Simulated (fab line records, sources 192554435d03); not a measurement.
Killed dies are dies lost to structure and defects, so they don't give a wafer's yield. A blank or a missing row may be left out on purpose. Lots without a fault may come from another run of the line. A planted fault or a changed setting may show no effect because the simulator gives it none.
Chamber matching | flow n5_finfet | N5_BEOL_M2_PRE_CLEAN_60 on cvd_co-01: 3 sister chambers
The step time 15 s. 3 wafers are shown with their chamber, then 11 later ones without.

WAFERS WITH THEIR CHAMBER
wafer  | chamber | heater_power_w (W)
L088.3 | 2       | 91
L088.6 | 0       | 82
L091.2 | 1       | 84

WAFERS WITHOUT THEIR CHAMBER
wafer  | heater_power_w (W)
L091.5 | 83
L091.6 | 90
L092.1 | 81
L092.2 | 83
L092.4 | 81
L094.1 | 79
L094.3 | 84
L094.4 | 83
L097.1 | 80
L097.5 | 80
L097.6 | 91

WHICH CHAMBER EACH WENT THROUGH
wafer  | from the rows above     | in truth
L091.5 | can't be placed: 0 or 1 | 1
L091.6 | 2                       | 2
L092.1 | can't be placed: 0 or 1 | 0
L092.2 | can't be placed: 0 or 1 | 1
L092.4 | can't be placed: 0 or 1 | 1
L094.1 | can't be placed: 0 or 1 | 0
L094.3 | can't be placed: 1 or 0 | 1
L094.4 | can't be placed: 0 or 1 | 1
L097.1 | can't be placed: 0 or 1 | 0
L097.5 | can't be placed: 0 or 1 | 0
L097.6 | 2                       | 2
Placed correctly: 2 of 11. Can't be placed from these rows: 9 (the true chamber is among the candidates in 9). Placed wrongly: 0.
How it was worked out, from the rows above alone: a wafer's distance from a chamber is the root of the sum, over the readings, of the square of ((its reading less the chamber's mean) divided by the reading's scatter). The wafer belongs to the nearest chamber; if the next one is less than 2 further off, it can't be placed. A chamber's mean is the mean of its shown wafers. The scatter: with one shown wafer a chamber, the root of the mean of the squares of how far each hidden wafer lies from its nearest shown one.
